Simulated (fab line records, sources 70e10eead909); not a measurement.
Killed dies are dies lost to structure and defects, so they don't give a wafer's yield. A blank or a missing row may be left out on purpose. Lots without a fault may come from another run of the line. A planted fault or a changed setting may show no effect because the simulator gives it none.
fab line records | flow nand_harc | part 2 of 2: steps 17 to 29 of 29
record lots=5 wafers=15 last_day=25
route steps=1159 shown A_STAIRCASE@582
lots that met no fault: from a run of the same line without faults
start_h: hours from the record's first day to the start of the lot's first wafer shown | wait_h: hours since the lot's step before | " the same as in the row above | L1.1+2: a row that stands for several wafers | - no value, or no start given | * or withheld: withheld | < > ~ a bound
route shown NAME@n: a module of which the file shows steps, and the number in the route of the first | usual: mean/standard deviation of fault-free wafers | same: alike in all rows | chamber/n: place in a boat | sites: the reading at each site | _std_site: their standard deviation | _edge_site: outer sites' mean less inner sites' | radius_mm: how far each site lies from the wafer's centre | mask NAME#n: copy n | behind: the tool/chamber that last shaped the wafer | hold: why the lot was held/for how many hours/how that ended | device: the transistor (n, p or np) that didn't switch | end of line: the same wafers' tests at the end of the route | a step without rows: its recipe alone | killed: dies lost to structure and defects at the first sort, not the wafer's yield | map: a wafer's dies, x killed, . not, _ none there
set.NAME: the setting as run; set.NAME@STEP: as run at that earlier step | model.NAME: the simulator's own value behind a step, which no gauge read
lots at some steps of the route; a table a step, a row a wafer
services: from which hour (start_h, from the record's first day; less than 0 if before it) a tool's chamber was out of use, for how many hours, and why
## steps
# step NHARC_A_STAIRCASE_STRIP_206
# recipe time_s=900 temp_c=130 chemistry=SPM
# columns lot.wafer tool chamber start_h wait_h
L074.2+6+1 wet_bench-04 1,2,6 247.84 0.3
L075.2+4+5 wet_bench-04 5,6,0 260.71 0.3
L083.1+6+3 wet_bench-01 7,0,4 298.80 0.3
L092.1+3+6 wet_bench-02 5,0,1 370.48 0.3
L096.5+3+6 wet_bench-04 5,6,2 390.42 0.1
# step NHARC_A_STAIRCASE_PRECLEAN_207
# recipe time_s=* temp_c=50 bath_age_min=0 chemistry=SC1
# usual h2o2_flow_mL_min=56.64/0.17
# columns lot.wafer tool chamber start_h wait_h h2o2_flow_mL_min
L074.2 wet_bench-04 1 - - 56.59
L074.6 " 2 " " 56.74
L074.1 " 6 " " 56.60
L075.2 wet_bench-04 5 - - 57.01
L075.4 " 6 " " 56.82
L075.5 " 0 " " 56.57
L083.1 wet_bench-01 7 - - 56.40
L083.6 " 0 " " 56.22
L083.3 " 4 " " 56.89
L092.1 wet_bench-02 5 - - 56.76
L092.3 " 0 " " 56.81
L092.6 " 1 " " 57.02
L096.5 wet_bench-04 5 - - 56.38
L096.3 " 6 " " 56.64
L096.6 " 2 " " 56.84
# step NHARC_A_STAIRCASE_SRD_208
# columns lot.wafer tool chamber start_h wait_h
L074.2+6+1 wet_bench-04 1,2,6 - -
L075.2+4+5 wet_bench-04 5,6,0 - -
L083.1+6+3 wet_bench-01 7,0,4 - -
L092.1+3+6 wet_bench-02 5,0,1 - -
L096.5+3+6 wet_bench-04 5,6,2 - -
# step NHARC_A_STAIRCASE_DEHYDRATE_209
# recipe temp_c=150 time_s=120
# columns lot.wafer tool chamber start_h wait_h
L074.1+2+6 litho_track-07 0 248.30 -
L075.2+4+5 litho_track-03 0 261.18 -
L083.1+3+6 litho_track-07 0 299.26 -
L092.1+3+6 litho_track-03 0 370.93 -
L096.3+5+6 litho_track-02 0 390.89 -
# step NHARC_A_STAIRCASE_HMDS_210
# recipe time_s=30
# columns lot.wafer tool chamber start_h wait_h
L074.1+2+6 litho_track-07 0 - -
L075.2+4+5 litho_track-03 0 - -
L083.1+3+6 litho_track-07 0 - -
L092.1+3+6 litho_track-03 0 - -
L096.3+5+6 litho_track-02 0 - -
# step NHARC_A_STAIRCASE_COAT_211
# recipe spin_rpm=1200
# usual spin_speed_rpm=1200.1/0.76
# columns lot.wafer tool chamber start_h wait_h spin_speed_rpm
L074.1 litho_track-07 0 - - 1199.6
L074.2 " 0 " " 1200.0
L074.6 " 0 " " 1201.0
L075.2 litho_track-03 0 - - 1200.3
L075.4 " 0 " " 1199.7
L075.5 " 0 " " 1199.2
L083.1 litho_track-07 0 - - 1201.2
L083.3 " 0 " " 1201.9
L083.6 " 0 " " 1199.2
L092.1 litho_track-03 0 - - 1199.5
L092.3 " 0 " " 1200.9
L092.6 " 0 " " 1199.6
L096.3 litho_track-02 0 - - 1200.8
L096.5 " 0 " " 1200.8
L096.6 " 0 " " 1199.9
# step NHARC_A_STAIRCASE_SOFTBAKE_212
# recipe temp_c=135 time_s=170
# columns lot.wafer tool chamber start_h wait_h
L074.1+2+6 litho_track-07 0 - -
L075.2+4+5 litho_track-03 0 - -
L083.1+3+6 litho_track-07 0 - -
L092.1+3+6 litho_track-03 0 - -
L096.3+5+6 litho_track-02 0 - -
# step NHARC_A_STAIRCASE_EBR_213
# columns lot.wafer tool chamber start_h wait_h
L074.1+2+6 litho_track-07 0 - -
L075.2+4+5 litho_track-03 0 - -
L083.1+3+6 litho_track-07 0 - -
L092.1+3+6 litho_track-03 0 - -
L096.3+5+6 litho_track-02 0 - -
# step NHARC_A_STAIRCASE_EXPOSE_214
# recipe na=0.5 dose_mj=31.26 mask_id=STAIR_3
# usual stage_vel_mm_s=499.97/0.26
# columns lot.wafer tool chamber start_h wait_h mask stage_vel_mm_s
L074.1 krf_scanner-03 0 248.64 - STAIR_3#0 500.15
L074.2 " 0 " " STAIR_3#0 499.90
L074.6 " 0 " " STAIR_3#0 499.73
L075.2 krf_scanner-02 0 261.52 - STAIR_3#0 500.04
L075.4 " 0 " " STAIR_3#0 499.69
L075.5 " 0 " " STAIR_3#0 499.75
L083.1 krf_scanner-03 0 299.59 - STAIR_3#0 499.96
L083.3 " 0 " " STAIR_3#0 500.36
L083.6 " 0 " " STAIR_3#0 500.27
L092.1 krf_scanner-04 0 371.26 - STAIR_3#0 500.32
L092.3 " 0 " " STAIR_3#0 499.85
L092.6 " 0 " " STAIR_3#0 500.18
L096.3 krf_scanner-04 0 391.23 - STAIR_3#0 499.97
L096.5 " 0 " " STAIR_3#0 499.92
L096.6 " 0 " " STAIR_3#0 499.51
# step NHARC_A_STAIRCASE_PEB_215
# recipe peb_temp_c=115 peb_time_s=130
# same peb_time_s=130
# columns lot.wafer tool chamber start_h wait_h
L074.1+2+6 litho_track-07 0 248.71 0.1
L075.2+4+5 litho_track-03 0 261.58 0.1
L083.1+3+6 litho_track-07 0 299.66 0.1
L092.1+3+6 litho_track-07 0 371.33 0.1
L096.3+5+6 litho_track-07 0 391.29 0.1
# step NHARC_A_STAIRCASE_DEVELOP_216
# recipe time_s=140
# columns lot.wafer tool chamber start_h wait_h
L074.1+2+6 litho_track-07 0 - -
L075.2+4+5 litho_track-03 0 - -
L083.1+3+6 litho_track-07 0 - -
L092.1+3+6 litho_track-07 0 - -
L096.3+5+6 litho_track-07 0 - -
# step NHARC_A_STAIRCASE_HARDBAKE_218
# recipe temp_c=120 time_s=140
# columns lot.wafer tool chamber start_h wait_h
L074.1+2+6 litho_track-07 0 248.94 -
L075.2+4+5 litho_track-02 0 261.81 -
L083.1+3+6 litho_track-07 0 299.88 -
L092.1+3+6 litho_track-07 0 371.54 -
L096.3+5+6 litho_track-02 0 391.51 -
# step NHARC_A_STAIRCASE_DESCUM_219
# recipe time_s=3 o2_flow_sccm=200 ar_flow_sccm=0 bias_power_w=0 chemistry=O2
# usual drypump_motor_current_A=5.6/0.53 oes_product_au=0.998/0.0071 rf_vpp_V=58.0/0.94 showerhead_plenum_p_Torr=1.93/0.096 throttle_valve_pct=11.311/0.0087
# columns lot.wafer tool chamber start_h wait_h drypump_motor_current_A oes_product_au rf_hours_counter_h rf_vpp_V showerhead_plenum_p_Torr throttle_valve_pct
L074.2 rie_diel-12 3 249.04 - 6.1 0.998 14 58.0 2.00 11.316
L074.1 " 0 " " 6.4 0.991 13 57.8 1.85 11.320
L074.6 " 2 " " 5.2 1.001 - 57.1 1.79 11.330
L075.2 rie_diel-12 0 261.91 - 6.4 0.987 17 59.7 1.85 11.300
L075.4 " 0 " " 6.4 0.991 - 57.9 1.85 11.306
L075.5 " 1 " " 6.0 1.004 - 58.7 2.01 11.308
L083.3 rie_diel-08 1 299.98 - 5.4 1.001 65 58.7 1.97 11.319
L083.1 " 3 " " 5.1 0.996 60 59.7 1.84 11.324
L083.6 " 2 " " 4.9 0.997 - 56.2 2.02 11.306
L092.3 rie_diel-08 0 371.76 - 5.7 0.987 18 57.9 2.07 11.302
L092.1 " 3 " " 5.1 1.009 16 57.7 1.84 11.309
L092.6 " 1 " " 5.4 1.002 - 56.4 1.96 11.303
L096.3 rie_diel-11 2 391.60 - 6.0 0.993 7 57.8 1.88 11.306
L096.5 " 2 " " 6.0 0.985 - 57.9 1.88 11.311
L096.6 " 3 " " 4.8 0.991 - 56.8 1.80 11.314
## services
# columns tool chamber start_h hours kind
krf_scanner-03 - 226.22 0.7 repair
plasma_asher-01 - 247.79 0.9 repair
rie_diel-08 3 254.88 4.5 repair
rie_diel-12 2 260.83 21.4 repair
plasma_asher-01 - 265.15 0.4 repair
plasma_asher-02 - 268.17 20.3 repair
rie_diel-11 2 274.75 2.8 repair
plasma_asher-01 - 276.18 9.0 pm
rie_diel-08 - 303.12 9.0 pm
krf_scanner-04 - 314.42 4.0 pm
wet_bench-04 - 339.20 8.0 pm
krf_scanner-03 - 340.00 4.0 pm
litho_track-02 - 340.00 7.0 pm
krf_scanner-03 - 351.14 0.5 repair
rie_diel-11 3 355.72 3.5 repair
wet_bench-02 - 356.02 8.0 pm
plasma_asher-02 - 360.54 9.0 pm
litho_track-07 - 364.00 7.0 pm
rie_diel-11 - 368.08 9.0 pm
rie_diel-08 3 368.91 2.4 repair
wet_bench-02 - 378.20 1.1 repair
rie_diel-12 - 380.27 9.0 pm
litho_track-03 - 388.00 7.0 pm
wet_bench-01 - 389.60 8.0 pm
